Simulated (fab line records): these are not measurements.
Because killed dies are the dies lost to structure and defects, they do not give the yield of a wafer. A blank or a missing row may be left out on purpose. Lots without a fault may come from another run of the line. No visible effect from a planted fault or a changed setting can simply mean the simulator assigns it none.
fab line records :: flow n5Finfet
record:
  lots: 4
  wafers: 12
  lastDay: 16
route steps=1938 shown FIN_SAQP@91 BEOL_M4@1111
lots that met no fault: from a run of the same line without faults
startH: hours from the record's first day to the start of the lot's first wafer shown :: waitH: how many hours have passed since the lot's step before this one :: " as in the row above :: L1.1+2: one row covering several wafers at once :: - value missing, or start not given :: * or withheld: withheld :: < > ~ a bound
route shown NAME@n: names a module that has steps shown in the file, with the first one's number in the route :: usual: the fault-free wafers' mean and standard deviation :: same: alike in all rows :: chamber/n: place in a boat :: sites: per-site readings :: _std_site: standard deviation of those values :: _edge_site: the outer-site mean with the inner-site mean subtracted :: radiusMm: for every site, how far away it sits from the centre of the wafer :: mask NAME#n: copy n :: behind: the most recent tool/chamber to have shaped the wafer :: hold: why the lot was held/for how many hours/how that ended :: device: whichever transistor did not switch (one of n, p or np) :: end of line: the route-end tests of the same wafers :: a step given without rows: its recipe and nothing more :: killed: dies lost to structure and defects at the first sort, not the wafer's yield :: map: a wafer's dies, marking killed ones x, the rest . and places with no die _
set.NAME: the setting as run; set.NAME@STEP: as run at that earlier step :: model.NAME: the simulator's own value behind a step, which no gauge read
lots seen at some steps along the route; tables by step, rows by wafer
services: the hour from which a tool's chamber was out of use, counted from the record's first day as startH (under 0 if before that day), plus the number of hours and why
== steps ==
step: N5_FIN_SAQP_PRECLEAN_00
recipe:
  chemistry: SC1
  timeS: 60
  tempC: 55
  mix: 1:2:50
step: N5_FIN_SAQP_PRECLEAN_44
recipe:
  chemistry: SC2
  timeS: 45
  tempC: 35
  mix: 1:1:50
step: N5_FIN_SAQP_SRD_01
recipe:
  dry: ipaMarangoni
  timeS: 30
  tempC: 23
  rinseLiquid: diw
step: N5_FIN_SAQP_ALD_61
recipe:
  material: SiO2
  targetThkA: 40
  tempC: 300
  aldPrecursorFamily: BDEAS
  aldCoReactant: O2-plasma
  pulseTimeS: 1
  purgeTimeS: 2
  coReactantPurgeTimeS: 2
  aldCycles: 43
  pressureTorr: 2
step: N5_FIN_SAQP_DENSIFY_62
recipe:
  tempC: 700
  timeS: 60
  ambient: N2
  idleTempC: 600
  rampUpCPerS: 150
  rampDownCPerS: 60
  coolToC: 600
step: N5_FIN_SAQP_HM_DEP_03
recipe:
  material: SiNx
  targetThkA: 380
  tempC: 400
  precursor: SiH4/NH3/N2
  pressureTorr: 1.5
  rfW: 300
  timeS: 33.6
step: N5_FIN_SAQP_PECVD_47
recipe:
  material: a-Si
  targetThkA: 450
  tempC: 400
  precursor: SiH4/He
  pressureTorr: 3
  rfW: 100
  timeS: 36.3
step: N5_FIN_SAQP_PECVD_48
recipe:
  material: SiNx
  targetThkA: 250
  tempC: 400
  precursor: SiH4/NH3/N2
  pressureTorr: 1.5
  rfW: 300
  timeS: 22.1
step: N5_FIN_SAQP_PECVD_06
recipe:
  material: a-Si
  targetThkA: 600
  tempC: 400
  precursor: SiH4/He
  pressureTorr: 3
  rfW: 100
  timeS: 48.1
step: N5_FIN_SAQP_HM_DEP_72
recipe:
  material: SiO2
  targetThkA: 120
  tempC: 400
  precursor: SiH4/N2O
  pressureTorr: 0.75
  rfW: 275
  timeS: 7.2
step: N5_FIN_SAQP_COAT_49
recipe:
  resist: SOC
  tempC: 250
  timeS: 60
  spinRpm: 1500
  resistThkNm: 100
usual:
  spinSpeedRpm: 1499.9/1.1
lot.wafer: L234.4
tool: lithoTrack-05
chamber: 0
startH: 21.96
waitH: 0.0
spinSpeedRpm: 1501.2
model.SOC_of_FIN_SAQP_COAT_49.thkNm: 100.6

lot.wafer: L234.5
tool: lithoTrack-05
chamber: 0
startH: 21.96
waitH: 0.0
spinSpeedRpm: 1499.0
model.SOC_of_FIN_SAQP_COAT_49.thkNm: 100.4

lot.wafer: L234.6
tool: lithoTrack-05
chamber: 0
startH: 21.96
waitH: 0.0
spinSpeedRpm: 1499.6
model.SOC_of_FIN_SAQP_COAT_49.thkNm: 100.4

lot.wafer: L246.1
tool: lithoTrack-05
chamber: 0
startH: 94.77
waitH: 0.1
spinSpeedRpm: 1435.1
model.SOC_of_FIN_SAQP_COAT_49.thkNm: 102.1

lot.wafer: L246.3
tool: lithoTrack-05
chamber: 0
startH: 94.77
waitH: 0.1
spinSpeedRpm: 1435.9
model.SOC_of_FIN_SAQP_COAT_49.thkNm: 102.2

lot.wafer: L246.4
tool: lithoTrack-05
chamber: 0
startH: 94.77
waitH: 0.1
spinSpeedRpm: 1436.2
model.SOC_of_FIN_SAQP_COAT_49.thkNm: 102.5

lot.wafer: L250.2
tool: lithoTrack-05
chamber: 0
startH: 118.91
waitH: 0.1
spinSpeedRpm: 1436.8
model.SOC_of_FIN_SAQP_COAT_49.thkNm: 102.6

lot.wafer: L250.4
tool: lithoTrack-05
chamber: 0
startH: 118.91
waitH: 0.1
spinSpeedRpm: 1436.9
model.SOC_of_FIN_SAQP_COAT_49.thkNm: 102.8

lot.wafer: L250.6
tool: lithoTrack-05
chamber: 0
startH: 118.91
waitH: 0.1
spinSpeedRpm: 1436.0
model.SOC_of_FIN_SAQP_COAT_49.thkNm: 102.7

lot.wafer: L254.1
tool: lithoTrack-02
chamber: 0
startH: 142.47
waitH: 0.1
spinSpeedRpm: 1499.6
model.SOC_of_FIN_SAQP_COAT_49.thkNm: 100.3

lot.wafer: L254.3
tool: lithoTrack-02
chamber: 0
startH: 142.47
waitH: 0.1
spinSpeedRpm: 1498.0
model.SOC_of_FIN_SAQP_COAT_49.thkNm: 100.2

lot.wafer: L254.5
tool: lithoTrack-02
chamber: 0
startH: 142.47
waitH: 0.1
spinSpeedRpm: 1499.0
model.SOC_of_FIN_SAQP_COAT_49.thkNm: 100.2
step: N5_FIN_SAQP_COAT_50
recipe:
  resist: SiARC
  tempC: 220
  timeS: 60
  spinRpm: 1500
  resistThkNm: 35
step: N5_FIN_SAQP_COAT_10
recipe:
  resist: CAR-ArF
  spinRpm: 1500
  resistThkNm: 90
step: N5_FIN_SAQP_EBR_12
recipe:
  solvent: PGMEA
  ebrWidthMm: 1.5
step: N5_FIN_SAQP_SOFTBAKE_11
recipe:
  tempC: 110
  timeS: 60
  resist: CAR-ArF
step: N5_FIN_SAQP_EXPOSE_13
recipe:
  maskId: FIN_CORE
  na: 1.35
  sourceShape: dipole
  sigmaInner: 0.538
  sigmaOuter: 0.738
  polarization: te
  targetCdNm: 35.6
  doseMj: 63.25
step: N5_FIN_SAQP_PEB_14
recipe:
  pebTempC: withheld
  pebTimeS: 60
  resist: CAR-ArF
step: N5_FIN_SAQP_DEVELOP_15
recipe:
  developTimeS: 30
  developer: TMAH
  resist: CAR-ArF
  devTempC: 23
  rinseLiquid: diw
  dry: airSpin
step: N5_FIN_SAQP_DESCUM_21
recipe:
  chemistry: O2
  timeS: 7.9
  sourcePowerW: 50
  biasPowerW: 20
  pressureMtorr: 20
  rfFrequencyHz: 2.712e+07
  tempC: 40
  resist: CAR-ArF
  o2FlowSccm: 225
step: N5_FIN_SAQP_ETCH_51
recipe:
  chemistry: CF4
  target: SiARC
  targetDepthA: 455
  maskMaterial: CAR-ArF
  timeS: 75.8
  ionEnergyEv: 80
  pressureMtorr: 40
  sourceW: 545
  biasW: 36
  Ar_flow_sccm: 100
  cf4FlowSccm: 100
  ends: cleared
step: N5_FIN_SAQP_ETCH_52
recipe:
  chemistry: N2/H2
  target: SOC
  targetDepthA: 1000
  overetchA: 200
  maskMaterial: SiARC
  tempC: 40
  timeS: 150
  ionEnergyEv: 200
  pressureMtorr: 30
  sourceW: 840
  biasW: 150
  n2FlowSccm: 200
  h2FlowSccm: 200
  ends: endPoint
usual:
  biasW: 150.1/0.48
  drypumpMotorCurrentA: 5.7/0.51
  oesProductAu: 0.66/0.035
  rfVppV: 523.7/2.4
  showerheadPlenumPTorr: 2.54/0.082
  throttleValvePct: 17.93/0.23
lot.wafer: L234.4
tool: rieDiel-04
chamber: 2
startH: 22.52
waitH: 0.0
biasW: 149.8
drypumpMotorCurrentA: 6.5
oesProductAu: 0.65
rfHoursCounterH: 207
rfVppV: 519.9
showerheadPlenumPTorr: 2.42
throttleValvePct: 18.17
model.etch.depthNm: 100.6

lot.wafer: L234.5
tool: rieDiel-04
chamber: 2
startH: 22.52
waitH: 0.0
biasW: 150.1
drypumpMotorCurrentA: 6.5
oesProductAu: 0.65
rfHoursCounterH: -
rfVppV: 519.8
showerheadPlenumPTorr: 2.42
throttleValvePct: 18.16
model.etch.depthNm: 100.4

lot.wafer: L234.6
tool: rieDiel-04
chamber: 3
startH: 22.52
waitH: 0.0
biasW: 151.2
drypumpMotorCurrentA: 5.6
oesProductAu: 0.71
rfHoursCounterH: -
rfVppV: 521.7
showerheadPlenumPTorr: 2.44
throttleValvePct: 17.54
model.etch.depthNm: 100.4

lot.wafer: L246.1
tool: rieDiel-01
chamber: 0
startH: 95.33
waitH: 0.0
biasW: 150.7
drypumpMotorCurrentA: 5.4
oesProductAu: 0.63
rfHoursCounterH: 237
rfVppV: 526.1
showerheadPlenumPTorr: 2.62
throttleValvePct: 18.40
model.etch.depthNm: 102.1

lot.wafer: L246.3
tool: rieDiel-01
chamber: 1
startH: 95.33
waitH: 0.0
biasW: 149.9
drypumpMotorCurrentA: 4.9
oesProductAu: 0.62
rfHoursCounterH: 246
rfVppV: 523.5
showerheadPlenumPTorr: 2.50
throttleValvePct: 17.92
model.etch.depthNm: 102.2

lot.wafer: L246.4
tool: rieDiel-01
chamber: 2
startH: 95.33
waitH: 0.0
biasW: 150.5
drypumpMotorCurrentA: 5.5
oesProductAu: 0.69
rfHoursCounterH: -
rfVppV: 523.1
showerheadPlenumPTorr: 2.54
throttleValvePct: 17.67
model.etch.depthNm: 102.5

lot.wafer: L250.2
tool: rieDiel-04
chamber: 1
startH: 119.47
waitH: 0.0
biasW: 149.8
drypumpMotorCurrentA: 5.6
oesProductAu: 0.65
rfHoursCounterH: 191
rfVppV: 522.6
showerheadPlenumPTorr: 2.53
throttleValvePct: 17.93
model.etch.depthNm: 102.6

lot.wafer: L250.4
tool: rieDiel-04
chamber: 0
startH: 119.47
waitH: 0.0
biasW: 149.5
drypumpMotorCurrentA: 5.6
oesProductAu: 0.64
rfHoursCounterH: 218
rfVppV: 523.1
showerheadPlenumPTorr: 2.52
throttleValvePct: 18.23
model.etch.depthNm: 102.8

lot.wafer: L250.6
tool: rieDiel-04
chamber: 0
startH: 119.47
waitH: 0.0
biasW: 150.2
drypumpMotorCurrentA: 5.6
oesProductAu: 0.65
rfHoursCounterH: -
rfVppV: 521.9
showerheadPlenumPTorr: 2.52
throttleValvePct: 18.24
model.etch.depthNm: 102.7

lot.wafer: L254.1
tool: rieDiel-04
chamber: 0
startH: 142.91
waitH: 0.0
biasW: 149.1
drypumpMotorCurrentA: 5.6
oesProductAu: 0.63
rfHoursCounterH: 227
rfVppV: 522.7
showerheadPlenumPTorr: 2.52
throttleValvePct: 18.26
model.etch.depthNm: 100.3

lot.wafer: L254.3
tool: rieDiel-04
chamber: 3
startH: 142.91
waitH: 0.0
biasW: 151.2
drypumpMotorCurrentA: 5.7
oesProductAu: 0.67
rfHoursCounterH: 175
rfVppV: 520.5
showerheadPlenumPTorr: 2.42
throttleValvePct: 17.61
model.etch.depthNm: 100.2

lot.wafer: L254.5
tool: rieDiel-04
chamber: 1
startH: 142.91
waitH: 0.0
biasW: 149.8
drypumpMotorCurrentA: 5.6
oesProductAu: 0.64
rfHoursCounterH: -
rfVppV: 523.3
showerheadPlenumPTorr: 2.52
throttleValvePct: 17.92
model.etch.depthNm: 100.2
step: N5_FIN_SAQP_STRIP_53
recipe:
  chemistry: N2/H2
  tempC: 40
  n2FlowSccm: 200
  h2FlowSccm: 200
  rfFrequencyHz: 6e+07
step: N5_FIN_SAQP_HM_OPEN_73
recipe:
  chemistry: CHF3/O2
  target: SiO2
  stopOn: a-Si
  targetDepthA: 120
  overEtchFrac: 1.8
  maskMaterial: SOC
  timeS: 16.8
  pressureMtorr: 30
  sourceW: 650
  biasW: 170
  Ar_flow_sccm: 200
  CHF3_flow_sccm: 50
  O2_flow_sccm: 5
  ionEnergyEv: 200
  ends: endPoint
step: N5_FIN_SAQP_STRIP_74
recipe:
  chemistry: CHF3/O2
  resist: SiARC
  rfFrequencyHz: 6e+07
step: N5_FIN_SAQP_MANDREL_ETCH_22
recipe:
  targetDepthA: 600
  chemistry: HBr/Cl2
  target: a-Si
  stopOn: SiNx
  btTimeS: 10
  overEtchFrac: 0.5
  timeS: 30
  pressureMtorr: 10
  icpW: 800
  biasW: 75
  HBr_flow_sccm: 150
  Cl2_flow_sccm: 80
  ends: endPoint
usual:
  biasW: 75.02/0.22
  drypumpMotorCurrentA: 5.7/0.48
  mfcCl2Sccm: 80.03/0.24
  oesProductAu: 0.767/0.012
  throttleValvePct: 35.3/0.3
lot.wafer: L234.4
tool: rieSi-06
chamber: 2
startH: 22.71
waitH: 0.0
biasW: 75.49
drypumpMotorCurrentA: 5.1
mfcCl2Sccm: 80.46
oesProductAu: 0.753
rfHoursCounterH: 76
throttleValvePct: 35.3
model.SOC_of_FIN_SAQP_COAT_49.thkNm: 76.31

lot.wafer: L234.5
tool: rieSi-06
chamber: 1
startH: 22.71
waitH: 0.0
biasW: 74.88
drypumpMotorCurrentA: 5.9
mfcCl2Sccm: 80.46
oesProductAu: 0.762
rfHoursCounterH: -
throttleValvePct: 34.9
model.SOC_of_FIN_SAQP_COAT_49.thkNm: 76.57

lot.wafer: L234.6
tool: rieSi-06
chamber: 2
startH: 22.71
waitH: 0.0
biasW: 74.98
drypumpMotorCurrentA: 5.1
mfcCl2Sccm: 80.14
oesProductAu: 0.750
rfHoursCounterH: -
throttleValvePct: 35.3
model.SOC_of_FIN_SAQP_COAT_49.thkNm: 76.12

lot.wafer: L246.1
tool: rieSi-02
chamber: 1
startH: 95.52
waitH: 0.0
biasW: 75.20
drypumpMotorCurrentA: 6.3
mfcCl2Sccm: 80.24
oesProductAu: 0.764
rfHoursCounterH: 152
throttleValvePct: 34.8
model.SOC_of_FIN_SAQP_COAT_49.thkNm: 78.15

lot.wafer: L246.3
tool: rieSi-02
chamber: 2
startH: 95.52
waitH: 0.0
biasW: 75.12
drypumpMotorCurrentA: 6.2
mfcCl2Sccm: 80.29
oesProductAu: 0.780
rfHoursCounterH: 59
throttleValvePct: 35.3
model.SOC_of_FIN_SAQP_COAT_49.thkNm: 78.14

lot.wafer: L246.4
tool: rieSi-02
chamber: 0
startH: 95.52
waitH: 0.0
biasW: 74.95
drypumpMotorCurrentA: 5.3
mfcCl2Sccm: 79.95
oesProductAu: 0.765
rfHoursCounterH: 192
throttleValvePct: 35.8
model.SOC_of_FIN_SAQP_COAT_49.thkNm: 78.67

lot.wafer: L250.2
tool: rieSi-02
chamber: 1
startH: 119.66
waitH: 0.0
biasW: 75.35
drypumpMotorCurrentA: 6.3
mfcCl2Sccm: 80.43
oesProductAu: 0.761
rfHoursCounterH: 153
throttleValvePct: 34.8
model.SOC_of_FIN_SAQP_COAT_49.thkNm: 78.73

lot.wafer: L250.4
tool: rieSi-02
chamber: 0
startH: 119.66
waitH: 0.0
biasW: 75.07
drypumpMotorCurrentA: 5.3
mfcCl2Sccm: 80.35
oesProductAu: 0.754
rfHoursCounterH: 192
throttleValvePct: 35.8
model.SOC_of_FIN_SAQP_COAT_49.thkNm: 78.79

lot.wafer: L250.6
tool: rieSi-02
chamber: 0
startH: 119.66
waitH: 0.0
biasW: 75.07
drypumpMotorCurrentA: 5.3
mfcCl2Sccm: 79.99
oesProductAu: 0.758
rfHoursCounterH: -
throttleValvePct: 35.8
model.SOC_of_FIN_SAQP_COAT_49.thkNm: 78.72

lot.wafer: L254.1
tool: rieSi-06
chamber: 3
startH: 143.10
waitH: 0.0
biasW: 75.63
drypumpMotorCurrentA: 5.0
mfcCl2Sccm: 80.43
oesProductAu: 0.767
rfHoursCounterH: 44
throttleValvePct: 35.3
model.SOC_of_FIN_SAQP_COAT_49.thkNm: 76.43

lot.wafer: L254.3
tool: rieSi-06
chamber: 0
startH: 143.10
waitH: 0.0
biasW: 74.67
drypumpMotorCurrentA: 6.2
mfcCl2Sccm: 79.87
oesProductAu: 0.784
rfHoursCounterH: 8
throttleValvePct: 35.4
model.SOC_of_FIN_SAQP_COAT_49.thkNm: 76.16

lot.wafer: L254.5
tool: rieSi-06
chamber: 3
startH: 143.10
waitH: 0.0
biasW: 75.08
drypumpMotorCurrentA: 5.0
mfcCl2Sccm: 80.28
oesProductAu: 0.774
rfHoursCounterH: -
throttleValvePct: 35.3
model.SOC_of_FIN_SAQP_COAT_49.thkNm: 76.23
step: N5_FIN_SAQP_STRIP_55
recipe:
  chemistry: N2/H2
  powerW: 500
  tempC: 40
  pressureMtorr: 50
  rfFrequencyHz: 6e+07
  overashFraction: 0.3
  biasPowerW: 28
  h2Frac: 0.5
  n2FlowSccm: 300
  h2FlowSccm: 300
step: N5_BEOL_M4_RC_MEAS_101
usual:
  DIBL_N: 36.4/1.5
  DIBL_P: 36.6/1.9
  IOFF_N: 0.155/0.021
  IOFF_P: 0.211/0.028
  ION_N: 671/8.6
  ION_P: 462/5.8
  SS_N: 71.5/0.5
  SS_P: 73.4/0.58
  VT_N: 250.1/2.4
  VT_P: -250.1/3
lot.wafer: L234.4
tool: prober-02
chamber: 0
startH: 168.33
waitH: 0.5
DIBL_N[mV/V]: 34.4
DIBL_P[mV/V]: 33.7
IOFF_N[nA/um]: 0.124
IOFF_P[nA/um]: 0.178
ION_N[uA/um]: 662
ION_P[uA/um]: 456
SS_N[mV/dec]: 71.0
SS_P[mV/dec]: 73.0
VT_N[mV]: 250.8
VT_P[mV]: -250.5

lot.wafer: L234.5
tool: prober-02
chamber: 0
startH: 168.33
waitH: 0.5
DIBL_N[mV/V]: 37.6
DIBL_P[mV/V]: 37.7
IOFF_N[nA/um]: 0.184
IOFF_P[nA/um]: 0.230
ION_N[uA/um]: 690
ION_P[uA/um]: 464
SS_N[mV/dec]: 72.1
SS_P[mV/dec]: 73.9
VT_N[mV]: 249.1
VT_P[mV]: -249.0

lot.wafer: L234.6
tool: prober-02
chamber: 0
startH: 168.33
waitH: 0.5
DIBL_N[mV/V]: 35.3
DIBL_P[mV/V]: 34.4
IOFF_N[nA/um]: 0.138
IOFF_P[nA/um]: 0.184
ION_N[uA/um]: 683
ION_P[uA/um]: 464
SS_N[mV/dec]: 71.2
SS_P[mV/dec]: 72.2
VT_N[mV]: 251.8
VT_P[mV]: -250.1

lot.wafer: L246.1
tool: prober-01
chamber: 0
startH: 236.66
waitH: 0.0
DIBL_N[mV/V]: 37.9
DIBL_P[mV/V]: 36.6
IOFF_N[nA/um]: 0.174
IOFF_P[nA/um]: 0.260
ION_N[uA/um]: 679
ION_P[uA/um]: 470
SS_N[mV/dec]: 71.2
SS_P[mV/dec]: 74.1
VT_N[mV]: 248.3
VT_P[mV]: -245.9

lot.wafer: L246.3
tool: prober-01
chamber: 0
startH: 236.66
waitH: 0.0
DIBL_N[mV/V]: 35.9
DIBL_P[mV/V]: 33.9
IOFF_N[nA/um]: 0.145
IOFF_P[nA/um]: 0.215
ION_N[uA/um]: 672
ION_P[uA/um]: 467
SS_N[mV/dec]: 71.5
SS_P[mV/dec]: 73.4
VT_N[mV]: 248.4
VT_P[mV]: -244.7

lot.wafer: L246.4
tool: prober-01
chamber: 0
startH: 236.66
waitH: 0.0
DIBL_N[mV/V]: 36.7
DIBL_P[mV/V]: 35.3
IOFF_N[nA/um]: 0.170
IOFF_P[nA/um]: 0.243
ION_N[uA/um]: 681
ION_P[uA/um]: 476
SS_N[mV/dec]: 71.0
SS_P[mV/dec]: 73.4
VT_N[mV]: 247.0
VT_P[mV]: -244.5

lot.wafer: L250.2
tool: prober-01
chamber: 0
startH: 273.91
waitH: 0.2
DIBL_N[mV/V]: 37.2
DIBL_P[mV/V]: 36.7
IOFF_N[nA/um]: 0.153
IOFF_P[nA/um]: 0.222
ION_N[uA/um]: 671
ION_P[uA/um]: 460
SS_N[mV/dec]: 72.1
SS_P[mV/dec]: 73.7
VT_N[mV]: 250.6
VT_P[mV]: -249.2

lot.wafer: L250.4
tool: prober-01
chamber: 0
startH: 273.91
waitH: 0.2
DIBL_N[mV/V]: 35.3
DIBL_P[mV/V]: 34.4
IOFF_N[nA/um]: 0.115
IOFF_P[nA/um]: 0.187
ION_N[uA/um]: 653
ION_P[uA/um]: 455
SS_N[mV/dec]: 71.2
SS_P[mV/dec]: 72.6
VT_N[mV]: 255.9
VT_P[mV]: -250.6

lot.wafer: L250.6
tool: prober-01
chamber: 0
startH: 273.91
waitH: 0.2
DIBL_N[mV/V]: 38.0
DIBL_P[mV/V]: 37.9
IOFF_N[nA/um]: 0.162
IOFF_P[nA/um]: 0.244
ION_N[uA/um]: 662
ION_P[uA/um]: 460
SS_N[mV/dec]: 72.1
SS_P[mV/dec]: 73.5
VT_N[mV]: 250.1
VT_P[mV]: -247.3

lot.wafer: L254.1
tool: prober-01
chamber: 0
startH: 283.95
waitH: 0.0
DIBL_N[mV/V]: 37.1
DIBL_P[mV/V]: 38.6
IOFF_N[nA/um]: 0.172
IOFF_P[nA/um]: 0.229
ION_N[uA/um]: 689
ION_P[uA/um]: 473
SS_N[mV/dec]: 72.1
SS_P[mV/dec]: 74.1
VT_N[mV]: 248.8
VT_P[mV]: -249.7

lot.wafer: L254.3
tool: prober-01
chamber: 0
startH: 283.95
waitH: 0.0
DIBL_N[mV/V]: 35.8
DIBL_P[mV/V]: 36.7
IOFF_N[nA/um]: 0.145
IOFF_P[nA/um]: 0.197
ION_N[uA/um]: 674
ION_P[uA/um]: 465
SS_N[mV/dec]: 71.0
SS_P[mV/dec]: 73.8
VT_N[mV]: 250.3
VT_P[mV]: -251.3

lot.wafer: L254.5
tool: prober-01
chamber: 0
startH: 283.95
waitH: 0.0
DIBL_N[mV/V]: 36.2
DIBL_P[mV/V]: 36.7
IOFF_N[nA/um]: 0.147
IOFF_P[nA/um]: 0.193
ION_N[uA/um]: 671
ION_P[uA/um]: 456
SS_N[mV/dec]: 71.8
SS_P[mV/dec]: 73.7
VT_N[mV]: 249.4
VT_P[mV]: -248.3
== services ==
tool: rieDiel-01
chamber: 0
startH: 1.75
hours: 8.3
kind: repair

tool: rieSi-02
chamber: -
startH: 23.94
hours: 0.1
kind: repair

tool: rieDiel-01
chamber: 3
startH: 29.60
hours: 32.2
kind: repair

tool: rieDiel-04
chamber: 1
startH: 57.67
hours: 9.6
kind: repair

tool: rieDiel-01
chamber: 3
startH: 80.03
hours: -
kind: clean

tool: rieDiel-01
chamber: 3
startH: 80.03
hours: -
kind: consumableReplace:focusRing

tool: rieDiel-01
chamber: 3
startH: 80.03
hours: 17.7
kind: scheduledDown

tool: rieDiel-01
chamber: 3
startH: 80.03
hours: 17.7
kind: ventCycle

tool: rieDiel-01
chamber: 1
startH: 86.89
hours: 2.2
kind: repair

tool: rieDiel-01
chamber: -
startH: 104.58
hours: 0.5
kind: repair

tool: rieDiel-01
chamber: 1
startH: 107.44
hours: -
kind: clean

tool: rieDiel-01
chamber: 1
startH: 107.44
hours: -
kind: consumableReplace:focusRing

tool: rieDiel-01
chamber: 1
startH: 107.44
hours: 16.2
kind: scheduledDown

tool: rieDiel-01
chamber: 1
startH: 107.44
hours: 16.2
kind: ventCycle

tool: rieDiel-01
chamber: 0
startH: 128.57
hours: -
kind: clean

tool: rieDiel-01
chamber: 0
startH: 128.57
hours: -
kind: consumableReplace:focusRing

tool: rieDiel-01
chamber: 0
startH: 128.57
hours: 21.9
kind: scheduledDown

tool: rieDiel-01
chamber: 0
startH: 128.57
hours: 21.9
kind: ventCycle

tool: rieDiel-04
chamber: 2
startH: 135.03
hours: -
kind: clean

tool: rieDiel-04
chamber: 2
startH: 135.03
hours: -
kind: consumableReplace:focusRing

tool: rieDiel-04
chamber: 2
startH: 135.03
hours: -
kind: consumableReplace:showerhead

tool: rieDiel-04
chamber: 2
startH: 135.03
hours: 19.1
kind: scheduledDown

tool: rieDiel-04
chamber: 2
startH: 135.03
hours: 19.1
kind: ventCycle
== key ==
firstSign:
  step: N5_FIN_SAQP_COAT_49
  reading: spinSpeedRpm
  direction: down
  sigmas: 59
  usual: *
  struck: *
effect none on later readings
modelEffect:
  step: N5_FIN_SAQP_COAT_49
  value: SOC_of_FIN_SAQP_COAT_49.thkNm
  without: 100.3
  struck: 102.5
modelEffect:
  step: N5_FIN_SAQP_ETCH_52
  value: etch.depthNm
  without: 100.3
  struck: 102.5
modelEffect:
  step: N5_FIN_SAQP_MANDREL_ETCH_22
  value: SOC_of_FIN_SAQP_COAT_49.thkNm
  without: 76.35
  struck: 78.53
metAt N5_FIN_SAQP_COAT_49
struckWafers L246.1,L246.3,L246.4,L250.2,L250.4,L250.6
onsetBetween 21.96 94.77
fault:
  kind: processParameterDrift
  tool: lithoTrack-05
  chamber: -
  onsetH: 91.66
  steps: N5_FIN_SAQP_COAT_49
  channel: spinRpm
  offset: *
  shape: step
  endH: 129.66
  actsIn: *
  stated: *
